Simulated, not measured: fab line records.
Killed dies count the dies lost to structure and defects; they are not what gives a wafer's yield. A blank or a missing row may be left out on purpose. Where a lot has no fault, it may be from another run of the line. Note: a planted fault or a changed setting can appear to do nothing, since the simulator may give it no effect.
Matching of chambers ; flow nandHarc ; NHARC_P_CONTACT_CMP_01 on cmp-01 has 4 sister chambers
The step polishes SiO2, target thk 200 nm. 14 wafers are shown with their chamber, then 7 later ones without.

## WAFERS WITH THEIR CHAMBER
wafer;chamber;motorCurrentA (A)
L081.3;0;12.9
L081.4;2;10.8
L081.6;0;12.5
L086.2;3;11.3
L086.3;2;10.8
L086.4;0;12.9
L087.1;0;12.3
L087.2;3;11.5
L087.3;1;11.7
L089.2;0;13.5
L089.4;3;10.8
L089.5;2;10.5
L090.2;0;12.7
L090.3;2;11.0

SIGNATURES (averages over the wafers above)
reading;chamber 0;chamber 1;chamber 2;chamber 3;scatter within a chamber
motorCurrentA;12.800;11.700;10.775;11.200;0.353
Rule: a wafer lies at a distance from a chamber equal to the root of the sum of squares, over the readings, of (its reading less the chamber's mean, divided by the reading's scatter). If the next closest chamber is less than 2 further off than the closest, the wafer can't be placed; otherwise it belongs to the closest. The scatter: take each reading less its chamber's mean, square it, sum over the shown wafers, divide by the number of wafers less the number of chambers, and take the root.

## WAFERS MISSING THEIR CHAMBER
wafer;motorCurrentA (A)
L090.6;11.7
L093.2;10.8
L093.3;12.5
L093.5;10.7
L097.1;10.7
L097.4;11.3
L097.6;13.1

## CHAMBER TAKEN BY EACH
wafer;from the rows above;in truth
L090.6;can't be placed: 1 or 3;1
L093.2;can't be placed: 2 or 3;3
L093.3;can't be placed: 0 or 1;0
L093.5;can't be placed: 2 or 3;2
L097.1;can't be placed: 2 or 3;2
L097.4;can't be placed: 3 or 1 or 2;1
L097.6;0;0
Correctly placed: 1 of 7. Unplaceable from these rows: 6, with the true chamber sitting among the candidates in 6. 0 placed wrongly.
